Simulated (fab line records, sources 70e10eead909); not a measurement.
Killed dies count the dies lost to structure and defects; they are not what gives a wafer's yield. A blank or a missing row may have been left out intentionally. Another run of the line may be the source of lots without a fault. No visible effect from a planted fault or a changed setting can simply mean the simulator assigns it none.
fab line records + flow nand_harc
[record]
- lots = 14
- wafers = 42
- last_day = 33
route steps=1302 shown THIN_TSV@1268
lots that met no fault: from a run of the same line without faults
start_h: start of the lot's first displayed wafer, in hours after the record's first day + wait_h: time in hours since the lot's previous step + " the same as in the row above + L1.1+2: one row covering several wafers at once + - no value, or no start was given + * or withheld: withheld + < > ~ a bound
route shown NAME@n: a module of which the file shows steps, and the number in the route of the first + usual: mean/standard deviation of fault-free wafers + same: alike in all rows + chamber/n: place in a boat + sites: per-site readings + _std_site: the values' standard deviation + _edge_site: the outer-site mean with the inner-site mean subtracted + radius_mm: for every site, how far away it sits from the centre of the wafer + mask NAME#n: copy n + behind: the most recent tool/chamber to have shaped the wafer + hold: the reason the lot was held/the length of the hold in hours/how it ended + device: whichever transistor did not switch (one of n, p or np) + end of line: tests run on the same wafers once the route is complete + a step with no rows: only its recipe + killed: the dies lost at the first sort to structure and to defects; this is not the yield of the wafer + map: dies across one wafer; x = killed, . = not, _ = none there
set.NAME: the setting the step ran with; set.NAME@STEP: the setting that earlier step ran with + model.NAME: the simulator's own value behind a step, which no gauge read
the route's steps for a sample of lots (tables are steps, rows are wafers)
services: a tool's chamber out of use, with start hour (start_h, from the record's first day; less than 0 if before it), hours out, and reason
[[steps]]
[step NHARC_THIN_TSV_ETCHBACK_48]
[recipe]
- target_depth_a = 10285
- over_etch_frac = 0.3
- time_s = 405.17
- ion_energy_ev = 250
- c4f8_flow_sccm = withheld
- ar_flow_sccm = withheld
- rf_w = 600
- bias_w = 300
- chemistry = C4F8/Ar
[usual]
- oes_product_au = 0.95/0.032
- rf_vpp_V = 546/4.1
| lot.wafer | tool        | chamber | start_h | wait_h | oes_product_au | rf_hours_counter_h | rf_vpp_V |
|-----------|-------------|---------|---------|--------|----------------|--------------------|----------|
| L324.3    | rie_diel-13 | 3       | 557.04  | -      | 1.00           | 2                  | 545      |
| L324.2    | "           | 0       | "       | "      | 0.98           | 2                  | 552      |
| L324.5    | "           | 3       | "       | "      | 1.00           | -                  | 546      |
| L325.1    | rie_diel-09 | 2       | 560.55  | -      | 0.92           | 4                  | 550      |
| L325.6    | "           | 0       | "       | "      | 0.95           | -                  | 551      |
| L325.4    | "           | 2       | "       | "      | 0.93           | -                  | 549      |
| L326.2    | rie_diel-13 | 3       | 569.38  | 0.5    | 1.01           | 3                  | 546      |
| L326.4    | "           | 0       | "       | "      | 1.00           | 3                  | 553      |
| L326.5    | "           | 2       | "       | "      | 1.00           | -                  | 542      |
| L333.4    | rie_diel-08 | 0       | 645.78  | -      | 0.93           | 4                  | 542      |
| L333.1    | "           | 1       | "       | "      | 0.92           | 4                  | 553      |
| L333.6    | "           | 0       | "       | "      | 0.94           | -                  | 542      |
| L338.1    | rie_diel-13 | 2       | 677.12  | -      | 0.93           | 11                 | 545      |
| L338.4    | "           | 3       | "       | "      | 0.92           | 10                 | 545      |
| L338.5    | "           | 0       | "       | "      | 0.93           | -                  | 551      |
| L337.2    | rie_diel-08 | 3       | 677.72  | -      | 0.92           | 7                  | 542      |
| L337.1    | "           | 1       | "       | "      | 0.93           | 6                  | 553      |
| L337.6    | "           | 0       | "       | "      | 0.93           | -                  | 543      |
| L339.1    | rie_diel-13 | 3       | 694.55  | -      | 0.92           | 11                 | 544      |
| L339.2    | "           | 1       | "       | "      | 0.93           | 12                 | 541      |
| L339.5    | "           | 3       | "       | "      | 0.92           | -                  | 546      |
| L340.3    | rie_diel-09 | 2       | 695.70  | -      | 1.00           | 0                  | 551      |
| L340.1    | "           | 3       | "       | "      | 1.02           | 0                  | 549      |
| L340.4    | "           | 0       | "       | "      | 1.02           | 0                  | 549      |
| L342.3    | rie_diel-13 | 0       | 726.99  | -      | 0.99           | 1                  | 551      |
| L342.1    | "           | 1       | "       | "      | 0.97           | 1                  | 541      |
| L342.2    | "           | 2       | "       | "      | 0.97           | 1                  | 542      |
| L341.2    | rie_diel-13 | 1       | 731.81  | -      | 0.93           | 2                  | 543      |
| L341.5    | "           | 2       | "       | "      | 0.92           | -                  | 543      |
| L341.6    | "           | 3       | "       | "      | 0.93           | -                  | 544      |
| L344.4    | rie_diel-13 | 2       | 739.02  | -      | 0.92           | 2                  | 544      |
| L344.1    | "           | 3       | "       | "      | 0.93           | 2                  | 546      |
| L344.5    | "           | 2       | "       | "      | 0.93           | -                  | 543      |
| L345.4    | rie_diel-13 | 2       | 763.11  | -      | 0.93           | 4                  | 544      |
| L345.1    | "           | 1       | "       | "      | 0.92           | 4                  | 541      |
| L345.5    | "           | 3       | "       | "      | 0.93           | -                  | 545      |
| L346.1    | rie_diel-08 | 1       | 764.44  | -      | 0.96           | 2                  | 553      |
| L346.6    | "           | 3       | "       | "      | 0.98           | -                  | 541      |
| L346.5    | "           | 0       | "       | "      | 0.98           | -                  | 543      |
| L347.3    | rie_diel-08 | 0       | 778.17  | -      | 0.93           | 2                  | 543      |
| L347.1    | "           | 1       | "       | "      | 0.92           | 2                  | 552      |
| L347.4    | "           | 2       | "       | "      | 0.92           | 2                  | 548      |
[step NHARC_THIN_TSV_ANNEAL_52]
[recipe]
- temp_c = 225
- time_s = 90
[usual]
- anneal_temp_c = 224.99/0.16
- wafer_temp_C_max = 226.3/0.5
| lot.wafer | tool          | chamber | start_h | wait_h | anneal_temp_c | wafer_temp_C_max |
|-----------|---------------|---------|---------|--------|---------------|------------------|
| L324.2    | rtp_anneal-01 | 0       | 558.78  | 0.6    | 224.90        | 226.4            |
| L324.3    | "             | 0       | "       | "      | 225.22        | 226.2            |
| L324.5    | "             | 0       | "       | "      | 224.99        | 226.9            |
| L325.1    | rtp_anneal-01 | 0       | 562.28  | 0.6    | 224.79        | 226.2            |
| L325.4    | "             | 0       | "       | "      | 225.05        | 227.1            |
| L325.6    | "             | 0       | "       | "      | 224.93        | 227.0            |
| L326.2    | rtp_anneal-02 | 0       | 571.05  | 0.7    | 224.80        | 225.9            |
| L326.4    | "             | 0       | "       | "      | 224.89        | 225.8            |
| L326.5    | "             | 0       | "       | "      | 224.97        | 225.9            |
| L333.1    | rtp_anneal-01 | 0       | 647.49  | 0.6    | 225.09        | 226.4            |
| L333.4    | "             | 0       | "       | "      | 225.08        | 226.9            |
| L333.6    | "             | 0       | "       | "      | 225.07        | 226.8            |
| L338.1    | rtp_anneal-02 | 0       | 678.75  | 0.6    | 225.12        | 225.8            |
| L338.4    | "             | 0       | "       | "      | 224.90        | 225.8            |
| L338.5    | "             | 0       | "       | "      | 225.04        | 225.8            |
| L337.1    | rtp_anneal-02 | 0       | 679.43  | 0.6    | 225.04        | 225.7            |
| L337.2    | "             | 0       | "       | "      | 225.21        | 226.0            |
| L337.6    | "             | 0       | "       | "      | 224.83        | 225.8            |
| L339.1    | rtp_anneal-01 | 0       | 696.33  | 0.5    | 224.97        | 227.0            |
| L339.2    | "             | 0       | "       | "      | 224.85        | 226.8            |
| L339.5    | "             | 0       | "       | "      | 224.69        | 226.6            |
| L340.1    | rtp_anneal-02 | 0       | 697.38  | 0.5    | 225.04        | 225.7            |
| L340.3    | "             | 0       | "       | "      | 225.03        | 226.0            |
| L340.4    | "             | 0       | "       | "      | 224.95        | 225.7            |
| L342.1    | rtp_anneal-01 | 0       | 728.77  | 0.5    | 225.13        | 227.0            |
| L342.2    | "             | 0       | "       | "      | 225.04        | 226.7            |
| L342.3    | "             | 0       | "       | "      | 224.87        | 226.9            |
| L341.2    | rtp_anneal-01 | 0       | 733.46  | 0.7    | 224.86        | 226.2            |
| L341.5    | "             | 0       | "       | "      | 224.97        | 226.6            |
| L341.6    | "             | 0       | "       | "      | 225.03        | 227.4            |
| L344.1    | rtp_anneal-02 | 0       | 740.72  | 0.5    | 225.04        | 225.7            |
| L344.4    | "             | 0       | "       | "      | 225.02        | 225.6            |
| L344.5    | "             | 0       | "       | "      | 224.96        | 225.9            |
| L345.1    | rtp_anneal-02 | 0       | 764.81  | 0.6    | 224.88        | 225.3            |
| L345.4    | "             | 0       | "       | "      | 225.05        | 225.7            |
| L345.5    | "             | 0       | "       | "      | 225.11        | 225.8            |
| L346.1    | rtp_anneal-02 | 0       | 766.08  | 0.5    | 225.00        | 225.8            |
| L346.5    | "             | 0       | "       | "      | 225.28        | 225.9            |
| L346.6    | "             | 0       | "       | "      | 225.19        | 225.6            |
| L347.1    | rtp_anneal-01 | 0       | 779.90  | 0.5    | 224.83        | 226.4            |
| L347.3    | "             | 0       | "       | "      | 224.64        | 226.8            |
| L347.4    | "             | 0       | "       | "      | 224.92        | 227.2            |
[step NHARC_THIN_TSV_ETCH_36]
[recipe]
- target_depth_a = 650
- over_etch_frac = 0.3
- time_s = 18.571
- ion_energy_ev = 150
- chemistry = Cl2/BCl3
[usual]
- drypump_motor_current_A = 6.03/0.2
- oes_product_au = 1.004/0.0085
| lot.wafer | tool         | chamber | start_h | wait_h | drypump_motor_current_A | oes_product_au | rf_hours_counter_h |
|-----------|--------------|---------|---------|--------|-------------------------|----------------|--------------------|
| L324.2    | rie_metal-03 | 0       | 561.21  | 0.2    | 5.86                    | 1.017          | 0.5                |
| L324.3    | "            | 1       | "       | "      | 5.88                    | 1.000          | -                  |
| L324.5    | "            | 1       | "       | "      | 5.85                    | 0.999          | -                  |
| L325.1    | rie_metal-02 | 0       | 564.77  | 0.2    | 5.91                    | 0.997          | 2.0                |
| L325.4    | "            | 0       | "       | "      | 5.90                    | 0.993          | -                  |
| L325.6    | "            | 1       | "       | "      | 5.95                    | 0.997          | -                  |
| L326.2    | rie_metal-01 | 0       | 573.49  | 0.2    | 6.21                    | 1.012          | 3.7                |
| L326.4    | "            | 0       | "       | "      | 6.23                    | 1.008          | -                  |
| L326.5    | "            | 1       | "       | "      | 6.36                    | 1.007          | -                  |
| L333.1    | rie_metal-03 | 1       | 649.98  | 0.2    | 5.87                    | 0.841          | 2.4                |
| L333.4    | "            | 0       | "       | "      | 5.86                    | 1.015          | -                  |
| L333.6    | "            | 1       | "       | "      | 5.88                    | 0.828          | -                  |
| L338.1    | rie_metal-02 | 1       | 681.12  | 0.2    | 5.96                    | 0.996          | 0.9                |
| L338.4    | "            | 1       | "       | "      | 5.92                    | 1.002          | -                  |
| L338.5    | "            | 1       | "       | "      | 5.93                    | 1.004          | -                  |
| L337.1    | rie_metal-03 | 0       | 681.94  | 0.2    | 5.85                    | 0.840          | 2.7                |
| L337.2    | "            | 1       | "       | "      | 5.83                    | 1.001          | 2.7                |
| L337.6    | "            | 0       | "       | "      | 5.86                    | 0.838          | -                  |
| L339.1    | rie_metal-02 | 1       | 698.73  | 0.2    | 5.93                    | 1.001          | 1.4                |
| L339.2    | "            | 0       | "       | "      | 5.89                    | 0.992          | 1.4                |
| L339.5    | "            | 0       | "       | "      | 5.92                    | 1.001          | -                  |
| L340.1    | rie_metal-01 | 0       | 699.88  | 0.2    | 6.25                    | 1.015          | 2.1                |
| L340.3    | "            | 1       | "       | "      | 6.36                    | 1.001          | -                  |
| L340.4    | "            | 0       | "       | "      | 6.21                    | 1.019          | -                  |
| L342.2    | rie_metal-01 | 0       | 731.13  | 0.2    | 6.22                    | 1.007          | 2.6                |
| L342.1    | "            | 1       | "       | "      | 6.36                    | 1.004          | 2.6                |
| L342.3    | "            | 0       | "       | "      | 6.24                    | 1.017          | -                  |
| L341.2    | rie_metal-02 | 1       | 735.90  | 0.2    | 5.97                    | 1.015          | 2.1                |
| L341.6    | "            | 0       | "       | "      | 5.88                    | 0.997          | -                  |
| L341.5    | "            | 1       | "       | "      | 5.97                    | 1.001          | -                  |
| L344.1    | rie_metal-03 | 1       | 743.20  | 0.2    | 5.86                    | 1.005          | 0.7                |
| L344.4    | "            | 1       | "       | "      | 5.91                    | 1.001          | -                  |
| L344.5    | "            | 0       | "       | "      | 5.88                    | 1.001          | -                  |
| L345.1    | rie_metal-01 | 0       | 767.25  | 0.2    | 6.23                    | 1.005          | 0.2                |
| L345.4    | "            | 0       | "       | "      | 6.22                    | 1.002          | -                  |
| L345.5    | "            | 1       | "       | "      | 6.35                    | 1.000          | -                  |
| L346.1    | rie_metal-02 | 1       | 768.45  | 0.2    | 5.98                    | 1.012          | 2.6                |
| L346.6    | "            | 0       | "       | "      | 5.91                    | 0.985          | -                  |
| L346.5    | "            | 1       | "       | "      | 5.94                    | 1.006          | -                  |
| L347.1    | rie_metal-01 | 0       | 782.28  | 0.2    | 6.23                    | 1.004          | 0.6                |
| L347.4    | "            | 0       | "       | "      | 6.23                    | 1.001          | -                  |
| L347.3    | "            | 1       | "       | "      | 6.39                    | 1.007          | -                  |
[step NHARC_THIN_TSV_STRIP_56]
[recipe]
- power_w = 1500
- temp_c = 250
- chemistry = O2
[usual]
- drypump_motor_current_A = 5.8/0.47
- heater_power_w = 294/17
| lot.wafer | tool            | chamber | start_h | wait_h | drypump_motor_current_A | heater_power_w | rf_hours_counter_h |
|-----------|-----------------|---------|---------|--------|-------------------------|----------------|--------------------|
| L324.2    | plasma_asher-02 | 1       | 561.31  | 0.1    | 5.2                     | 285            | 28                 |
| L324.3    | "               | 1       | "       | "      | 5.2                     | 291            | -                  |
| L324.5    | "               | 0       | "       | "      | 5.5                     | 314            | -                  |
| L325.1    | plasma_asher-02 | 0       | 564.91  | 0.1    | 5.5                     | 324            | 29                 |
| L325.4    | "               | 1       | "       | "      | 5.2                     | 295            | -                  |
| L325.6    | "               | 1       | "       | "      | 5.2                     | 294            | -                  |
| L326.2    | plasma_asher-01 | 0       | 573.64  | 0.1    | 5.9                     | 276            | 10                 |
| L326.4    | "               | 0       | "       | "      | 5.8                     | 272            | -                  |
| L326.5    | "               | 1       | "       | "      | 6.5                     | 299            | -                  |
| L333.1    | plasma_asher-01 | 0       | 650.12  | 0.1    | 5.8                     | 267            | 27                 |
| L333.4    | "               | 0       | "       | "      | 5.9                     | 270            | -                  |
| L333.6    | "               | 0       | "       | "      | 5.8                     | 270            | -                  |
| L338.1    | plasma_asher-01 | 0       | 681.21  | 0.1    | 5.8                     | 275            | 36                 |
| L338.4    | "               | 1       | "       | "      | 6.5                     | 302            | -                  |
| L338.5    | "               | 1       | "       | "      | 6.5                     | 300            | -                  |
| L337.1    | plasma_asher-01 | 1       | 682.04  | 0.1    | 6.5                     | 306            | 37                 |
| L337.2    | "               | 0       | "       | "      | 5.8                     | 272            | 37                 |
| L337.6    | "               | 0       | "       | "      | 5.8                     | 272            | -                  |
| L339.1    | plasma_asher-02 | 0       | 699.25  | 0.5    | 5.5                     | 317            | 15                 |
| L339.2    | "               | 1       | "       | "      | 5.2                     | 284            | 15                 |
| L339.5    | "               | 0       | "       | "      | 5.5                     | 309            | -                  |
| L340.1    | plasma_asher-02 | 1       | 699.98  | 0.1    | 5.2                     | 277            | 16                 |
| L340.3    | "               | 1       | "       | "      | 5.2                     | 283            | -                  |
| L340.4    | "               | 0       | "       | "      | 5.5                     | 304            | -                  |
| L342.1    | plasma_asher-01 | 1       | 731.23  | 0.1    | 6.5                     | 311            | 5                  |
| L342.2    | "               | 0       | "       | "      | 5.8                     | 278            | 5                  |
| L342.3    | "               | 0       | "       | "      | 5.8                     | 276            | -                  |
| L341.2    | plasma_asher-02 | 0       | 735.99  | 0.1    | 5.5                     | 320            | 23                 |
| L341.5    | "               | 0       | "       | "      | 5.5                     | 312            | -                  |
| L341.6    | "               | 1       | "       | "      | 5.2                     | 281            | -                  |
| L344.1    | plasma_asher-01 | 1       | 743.29  | 0.1    | 6.5                     | 302            | 8                  |
| L344.4    | "               | 1       | "       | "      | 6.5                     | 304            | -                  |
| L344.5    | "               | 1       | "       | "      | 6.5                     | 313            | -                  |
| L345.1    | plasma_asher-01 | 0       | 767.35  | 0.1    | 5.8                     | 279            | 12                 |
| L345.4    | "               | 0       | "       | "      | 5.9                     | 281            | -                  |
| L345.5    | "               | 0       | "       | "      | 5.8                     | 273            | -                  |
| L346.1    | plasma_asher-01 | 0       | 768.59  | 0.1    | 5.8                     | 271            | 13                 |
| L346.6    | "               | 1       | "       | "      | 6.5                     | 309            | -                  |
| L346.5    | "               | 0       | "       | "      | 5.8                     | 275            | -                  |
| L347.1    | plasma_asher-01 | 0       | 782.40  | 0.1    | 5.9                     | 278            | 17                 |
| L347.4    | "               | 0       | "       | "      | 5.8                     | 276            | -                  |
| L347.3    | "               | 1       | "       | "      | 6.5                     | 302            | -                  |
[[services]]
| tool            | chamber | start_h | hours | kind   |
|-----------------|---------|---------|-------|--------|
| rie_metal-03    | 1       | 533.47  | 15.5  | repair |
| rie_diel-08     | 2       | 534.20  | 7.6   | repair |
| rie_metal-03    | -       | 539.96  | 14.5  | repair |
| rie_diel-08     | -       | 544.84  | 9.0   | pm     |
| plasma_asher-02 | -       | 567.72  | 6.6   | repair |
| rie_metal-01    | -       | 575.00  | 9.0   | pm     |
| rie_metal-02    | -       | 579.10  | 1.0   | repair |
| rie_metal-01    | 0       | 586.80  | 7.7   | repair |
| plasma_asher-01 | -       | 587.96  | 12.7  | repair |
| rie_diel-08     | 0       | 592.38  | 3.8   | repair |
| plasma_asher-02 | -       | 603.20  | 9.0   | pm     |
| rie_diel-13     | 0       | 627.45  | 7.4   | repair |
| rie_metal-02    | -       | 631.00  | 9.0   | pm     |
| plasma_asher-02 | -       | 654.62  | 20.9  | repair |
| rie_metal-01    | 0       | 657.45  | 1.7   | repair |
| rie_diel-13     | 1       | 679.26  | 9.6   | repair |
| rie_diel-13     | 2       | 688.12  | 7.1   | repair |
| rie_diel-13     | -       | 696.00  | 9.0   | pm     |
| rie_metal-03    | -       | 696.03  | 9.0   | pm     |
| plasma_asher-01 | -       | 696.15  | 9.0   | pm     |
| rtp_anneal-02   | -       | 744.00  | 12.0  | pm     |
| rie_metal-01    | -       | 752.00  | 9.0   | pm     |
| plasma_asher-02 | -       | 780.22  | 9.0   | pm     |
| rie_metal-01    | 0       | 782.52  | 5.4   | repair |
[[key]]
[first_sign]
- step = NHARC_THIN_TSV_ETCH_36
- reading = oes_product_au
- direction = down
- sigmas = 20
- usual = 1.004
- struck = 0.837
effect none on later readings
met_at NHARC_THIN_TSV_ETCH_36
struck_lots L333,L337
struck_wafers L333.1,L333.6,L337.1,L337.6
later_rows_left_out L333.1,L333.6,L337.1,L337.6
sort_left_out L333.1,L333.6,L337.1,L337.6
not_acting_at NHARC_THIN_TSV_ETCHBACK_48,NHARC_THIN_TSV_ANNEAL_52,NHARC_THIN_TSV_STRIP_56
onset_between 561.21 649.98
[fault]
- kind = process_parameter_drift
- tool = rie_metal-03
- chamber = -
- onset_h = 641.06
- steps = NHARC_THIN_TSV_ETCH_36
- channel = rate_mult
- offset = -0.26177
- shape = step
- end_h = 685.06
- scope = struck_wafers_only
// sort_left_out: the simulated sort isn't trusted on such a fault, so these wafers' sort isn't shown, and their yield isn't known
// later_rows_left_out: the simulator's readings of these wafers behind a module that went badly wrong aren't trusted and aren't shown, but for the sort
